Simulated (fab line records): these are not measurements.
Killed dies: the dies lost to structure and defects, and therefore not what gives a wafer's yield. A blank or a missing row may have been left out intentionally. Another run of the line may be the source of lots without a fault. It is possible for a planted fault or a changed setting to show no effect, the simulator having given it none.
Which tool is to blame? ; flow n5_finfet ; 72 wafers from 24 lots sampled at 5 of the route's 1938 steps

WHAT THE GAUGES READ, wafer by wafer
N5_STI_FIN_REVEAL_THK_MEAS_05. Usual: thk_nm at 132.0 nm, with a standard deviation of 1.1.
lot;measured;on;thk_nm (nm);flag
L074;day 2 09:28;film_metro-02;133.0 133.5 131.5;
L075;day 2 17:28;film_metro-02;133.0 131.9 131.9;
L076;day 2 22:00;film_metro-02;131.2 130.7 131.1;
L077;day 3 05:23;film_metro-01;131.1 131.6 130.1;
L078;day 3 12:14;film_metro-01;133.0 133.5 134.0;
L079;day 3 15:47;film_metro-01;131.9 133.6 132.6;
L080;day 3 23:07;film_metro-02;134.3 135.1 133.9;
L081;day 4 04:04;film_metro-01;130.3 130.6 130.9;
L082;day 4 10:47;film_metro-02;132.6 131.1 130.4;
L083;day 4 14:52;film_metro-02;133.1 133.1 133.1;
L084;day 4 21:58;film_metro-01;133.1 131.2 132.4;
L085;day 5 05:02;film_metro-02;133.2 133.2 132.2;
L086;day 5 13:15;film_metro-02;132.1 132.8 133.4;
L087;day 5 17:10;film_metro-02;130.3 131.5 131.2;
L088;day 5 22:02;film_metro-02;132.8 131.8 132.1;
L089;day 6 03:11;film_metro-02;130.4 132.2 129.5;
L090;day 6 13:56;film_metro-01;132.5 132.3 132.5;
L091;day 6 16:53;film_metro-02;131.1 132.3 131.8;
L092;day 7 00:01;film_metro-02;131.7 131.9 132.0;
L093;day 7 07:14;film_metro-02;131.5 132.0 131.4;
L094;day 7 11:08;film_metro-01;131.2 130.1 130.7;
L095;day 7 18:34;film_metro-01;132.3 131.3 133.3;
L096;day 8 01:26;film_metro-01;131.9 132.5 132.2;
L097;day 8 06:53;film_metro-01;132.1 133.3 132.7;

N5_DUMMY_GATE_INSPECT_17: inspects for defects (brightfield). Usual: raw_defect_count at 196, with a standard deviation of 50.
lot;measured;on;raw_defect_count;flag
L074;day 2 21:45;defect_inspect-02;127 116 101;
L075;day 3 05:40;defect_inspect-02;179 121 151;
L076;day 3 11:07;defect_inspect-02;195 222 189;
L077;day 3 19:25;defect_inspect-01;281 191 273;
L078;day 4 02:41;defect_inspect-01;167 133 225;
L079;day 4 03:52;defect_inspect-01;307 257 220;
L080;day 4 11:00;defect_inspect-01;146 275 150;
L081;day 4 19:01;defect_inspect-02;147 187 176;
L082;day 4 23:37;defect_inspect-01;223 203 259;
L083;day 5 03:11;defect_inspect-02;143 137 221;
L084;day 5 11:39;defect_inspect-02;191 258 172;
L085;day 5 19:28;defect_inspect-02;196 272 174;
L086;day 6 02:19;defect_inspect-02;226 98 175;
L087;day 6 05:34;defect_inspect-02;157 209 182;
L088;day 6 12:20;defect_inspect-02;242 189 227;
L089;day 6 15:19;defect_inspect-02;241 187 177;
L090;day 7 02:25;defect_inspect-02;218 193 182;
L091;day 7 04:53;defect_inspect-01;262 346 243;
L092;day 7 12:01;defect_inspect-02;207 221 248;
L093;day 7 21:50;defect_inspect-01;149 173 183;
L094;day 7 23:18;defect_inspect-02;178 236 194;
L095;day 8 06:58;defect_inspect-02;161 140 142;
L096;day 8 13:21;defect_inspect-01;174 178 211;
L097;day 8 18:56;defect_inspect-01;176 200 140;

WHAT TOOL EACH LOT RAN ON (gives the tool, then ch and the chambers of the sampled wafers, and finally the start)
lot;N5_FIN_SAQP_ETCH_64;N5_FIN_CUT_ETCH_30;N5_FIN_CUT_CUT_ETCH_28
L074;rie_si-03 ch 1,2,3, day 2 02:25;rie_diel-01 ch 0,1,3, day 2 03:09;rie_si-04 ch 0,2, day 2 03:48
L075;rie_si-03 ch 2,3, day 2 08:44;rie_diel-04 ch 1,3, day 2 09:35;rie_si-04 ch 0,2, day 2 10:14
L076;rie_si-01 ch 0,1,3, day 2 14:08;rie_diel-01 ch 0,2,3, day 2 15:22;rie_si-04 ch 0,2,3, day 2 16:01
L077;rie_si-03 ch 1,2,3, day 2 21:43;rie_diel-01 ch 1,2,3, day 2 22:28;rie_si-05 ch 0,1,3, day 2 23:07
L078;rie_si-03 ch 0,1,2, day 3 03:45;rie_diel-04 ch 1,2,3, day 3 04:29;rie_si-05 ch 0,2,3, day 3 05:28
L079;rie_si-06 ch 0,1,3, day 3 08:29;rie_diel-01 ch 1,2, day 3 09:20;rie_si-05 ch 0,1,2, day 3 09:59
L080;rie_si-03 ch 0,1,3, day 3 16:03;rie_diel-04 ch 1,2,3, day 3 16:47;rie_si-05 ch 0,1,3, day 3 17:26
L081;rie_si-01 ch 2,3, day 3 20:53;rie_diel-04 ch 1,2, day 3 21:45;rie_si-05 ch 1,2,3, day 3 22:24
L082;rie_si-06 ch 1,3, day 4 02:41;rie_diel-01 ch 1,2, day 4 03:25;rie_si-04 ch 0,1,3, day 4 04:04
L083;rie_si-03 ch 0,2,3, day 4 07:47;rie_diel-04 ch 1,2,3, day 4 08:34;rie_si-04 ch 0,1,2, day 4 09:13
L084;rie_si-01 ch 1,2,3, day 4 14:04;rie_diel-04 ch 1,3, day 4 14:55;rie_si-04 ch 0,2,3, day 4 15:34
L085;rie_si-06 ch 2,3, day 4 20:31;rie_diel-01 ch 0,2,3, day 4 21:25;rie_si-02 ch 0,1,3, day 4 22:07
L086;rie_si-06 ch 2,3, day 5 06:13;rie_diel-04 ch 0,3, day 5 06:57;rie_si-02 ch 0,1, day 5 07:36
L087;rie_si-01 ch 1,3, day 5 09:49;rie_diel-02 ch 0,2,3, day 5 10:50;rie_si-02 ch 1,2, day 5 11:30
L088;rie_si-03 ch 0,2,3, day 5 14:18;rie_diel-02 ch 0,2,3, day 5 15:02;rie_si-04 ch 1,2,3, day 5 15:41
L089;rie_si-03 ch 1,2, day 5 20:01;rie_diel-04 ch 1,2,3, day 5 20:52;rie_si-02 ch 0,1,2, day 5 21:31
L090;rie_si-06 ch 0,1,2, day 6 06:18;rie_diel-02 ch 0,3, day 6 07:02;rie_si-02 ch 0,1,2, day 6 07:41
L091;rie_si-03 ch 2,3, day 6 09:46;rie_diel-01 ch 1,2, day 6 10:29;rie_si-05 ch 2,3, day 6 11:08
L092;rie_si-01 ch 0,1,3, day 6 16:25;rie_diel-02 ch 0,2,3, day 6 17:34;rie_si-05 ch 0,1,2, day 6 18:13
L093;rie_si-01 ch 0,1,2, day 6 23:35;rie_diel-01 ch 1,2,3, day 7 00:55;rie_si-04 ch 0,3, day 7 01:34
L094;rie_si-01 ch 0,1,2, day 7 04:03;rie_diel-02 ch 0,1,3, day 7 04:50;rie_si-04 ch 0,2,3, day 7 05:29
L095;rie_si-06 ch 0, day 7 10:35;rie_diel-01 ch 0,1,2, day 7 12:13;rie_si-02 ch 1,3, day 7 12:52
L096;rie_si-06 ch 1,3, day 7 18:12;rie_diel-02 ch 1,2,3, day 7 18:56;rie_si-04 ch 0,2,3, day 7 19:35
L097;rie_si-03 ch 0,1,2, day 7 23:49;rie_diel-02 ch 1,3, day 8 00:32;rie_si-05 ch 1,3, day 8 01:11
- N5_FIN_SAQP_ETCH_64: etches SiO2 in CF4, target depth 1.5 nm.
- N5_FIN_CUT_ETCH_30: etches underlayer in N2/H2, target depth 13 nm, time 10.4 s.
- N5_FIN_CUT_CUT_ETCH_28: etches Si in HBr/Cl2/O2, target depth 6 nm, time 2.4 s.

WHAT THE TOOLS THEMSELVES READ (means of the sampled wafers that have a number; where no wafer has one, the mark that the record gives instead)
N5_FIN_SAQP_ETCH_64. Usual: cf4_flow_sccm 80.00 sccm, standard deviation 0.22; drypump_motor_current_A 5.5 A, standard deviation 0.54; oes_product_au 0.989 a.u., standard deviation 0.014; throttle_valve_pct 21.92 %, standard deviation 0.14.
lot;tool;cf4_flow_sccm (sccm);drypump_motor_current_A (A);oes_product_au (a.u.);throttle_valve_pct (%);flag
L074;rie_si-03;80.04;5.6;0.994;21.99;
L075;rie_si-03;79.92;5.8;1.004;22.08;
L076;rie_si-01;80.08;5.4;0.997;21.88;
L077;rie_si-03;79.98;5.6;0.984;21.98;
L078;rie_si-03;80.00;5.7;0.982;21.93;
L079;rie_si-06;80.15;5.2;0.993;21.85;
L080;rie_si-03;79.92;6.0;0.991;21.91;
L081;rie_si-01;79.77;5.1;0.986;21.89;
L082;rie_si-06;79.98;5.3;0.997;21.75;
L083;rie_si-03;80.03;5.9;0.996;22.02;
L084;rie_si-01;80.06;5.6;0.986;21.91;
L085;rie_si-06;80.08;5.7;0.978;21.81;
L086;rie_si-06;80.41;5.6;0.981;21.91;
L087;rie_si-01;80.04;5.4;1.000;21.81;
L088;rie_si-03;79.90;6.0;0.994;22.01;
L089;rie_si-03;80.03;5.3;0.986;22.02;
L090;rie_si-06;79.72;5.2;0.990;21.77;
L091;rie_si-03;80.04;5.6;1.001;22.10;
L092;rie_si-01;80.06;5.4;0.991;21.89;
L093;rie_si-01;80.00;5.6;0.987;21.97;
L094;rie_si-01;79.80;5.6;0.982;21.98;
L095;rie_si-06;79.85;4.9;0.992;21.97;
L096;rie_si-06;80.17;5.3;1.009;21.75;
L097;rie_si-03;79.90;5.7;0.983;21.94;

N5_FIN_CUT_ETCH_30. Usual: drypump_motor_current_A 5.5 A, standard deviation 0.33; etch_rf_on_time_s 10.37 s, standard deviation 0.2; oes_product_au 0.67 a.u., standard deviation 0.078; rf_vpp_V 524.2 V, standard deviation 2.7; showerhead_plenum_p_Torr 2.55 Torr, standard deviation 0.084; throttle_valve_pct 17.81 %, standard deviation 0.27.
lot;tool;drypump_motor_current_A (A);etch_rf_on_time_s (s);oes_product_au (a.u.);rf_vpp_V (V);showerhead_plenum_p_Torr (Torr);throttle_valve_pct (%);flag
L074;rie_diel-01;5.7;10.46;0.68;524.3;2.55;17.80;
L075;rie_diel-04;5.2;10.35;0.66;520.7;2.44;17.85;
L076;rie_diel-01;5.5;10.24;0.74;523.7;2.54;17.48;
L077;rie_diel-01;5.5;10.35;0.69;522.6;2.52;17.79;
L078;rie_diel-04;5.3;10.24;0.69;522.6;2.52;17.82;
L079;rie_diel-01;5.7;10.28;0.70;522.8;2.52;17.94;
L080;rie_diel-04;5.3;10.28;0.68;522.5;2.52;17.82;
L081;rie_diel-04;5.4;10.20;0.71;525.6;2.60;17.80;
L082;rie_diel-01;5.5;10.04;0.75;524.2;2.51;17.64;
L083;rie_diel-04;5.3;10.28;0.68;523.3;2.52;17.83;
L084;rie_diel-04;5.2;10.23;0.65;521.7;2.43;17.88;
L085;rie_diel-01;5.5;10.23;0.71;524.3;2.53;17.52;
L086;rie_diel-04;5.1;10.50;0.60;522.2;2.49;17.85;
L087;rie_diel-02;5.9;10.51;0.63;524.7;2.57;17.95;
L088;rie_diel-02;5.9;10.54;0.63;525.4;2.57;17.95;
L089;rie_diel-04;5.3;10.36;0.66;522.2;2.51;17.86;
L090;rie_diel-02;5.8;10.49;0.62;526.2;2.62;17.98;
L091;rie_diel-01;5.6;10.24;0.67;522.4;2.51;17.98;
L092;rie_diel-02;5.9;10.48;0.62;525.2;2.56;17.96;
L093;rie_diel-01;5.5;10.42;0.65;523.0;2.50;17.84;
L094;rie_diel-02;5.8;10.47;0.69;526.9;2.65;17.82;
L095;rie_diel-01;5.6;10.39;0.69;523.9;2.53;17.69;
L096;rie_diel-02;5.9;10.30;0.69;524.9;2.59;17.82;
L097;rie_diel-02;5.8;10.42;0.74;527.9;2.67;17.66;

N5_FIN_CUT_CUT_ETCH_28. Usual: drypump_motor_current_A 5.6 A, standard deviation 0.51; oes_product_au 1.000 a.u., standard deviation 0.018; throttle_valve_pct 37.15 %, standard deviation 0.25.
lot;tool;drypump_motor_current_A (A);oes_product_au (a.u.);throttle_valve_pct (%);flag
L074;rie_si-04;5.7;1.000;37.02;
L075;rie_si-04;5.7;1.007;37.03;
L076;rie_si-04;5.6;1.002;37.05;
L077;rie_si-05;5.5;1.008;37.02;
L078;rie_si-05;5.8;0.994;37.14;
L079;rie_si-05;5.3;0.999;37.25;
L080;rie_si-05;5.5;1.006;37.02;
L081;rie_si-05;5.7;0.996;36.92;
L082;rie_si-04;5.4;1.006;37.14;
L083;rie_si-04;5.5;1.011;37.07;
L084;rie_si-04;5.5;0.997;37.05;
L085;rie_si-02;6.3;0.983;37.19;
L086;rie_si-02;6.2;0.978;37.25;
L087;rie_si-02;5.6;1.006;37.42;
L088;rie_si-04;5.3;1.002;37.11;
L089;rie_si-02;5.9;0.993;37.34;
L090;rie_si-02;5.9;0.993;37.35;
L091;rie_si-05;6.2;0.994;36.83;
L092;rie_si-05;5.3;0.998;37.23;
L093;rie_si-04;5.6;0.995;37.09;
L094;rie_si-04;5.5;0.999;37.06;
L095;rie_si-02;6.5;0.986;37.37;
L096;rie_si-04;5.6;0.996;37.06;
L097;rie_si-05;6.0;1.009;36.69;

THE ANSWER, worked out from the rows above alone
Rule: lot off if the mean of its wafers having a number is beyond 3 standard deviations from the usual mean. A lot without any number at a reading at which 4 lots or more have one is off too. All remaining lots with rows at the step are treated as sound. After the gauges, taken in route order, come the tools' own readings; for these a lot's mean is taken, as printed above. The first step at which some lot is off is used, and at that step the reading that is off furthest; a lot without a number counts as furthest.
No lot is off on any of the readings shown, so nothing can be concluded from this.

WHAT THE SIMULATOR HAD INSERTED
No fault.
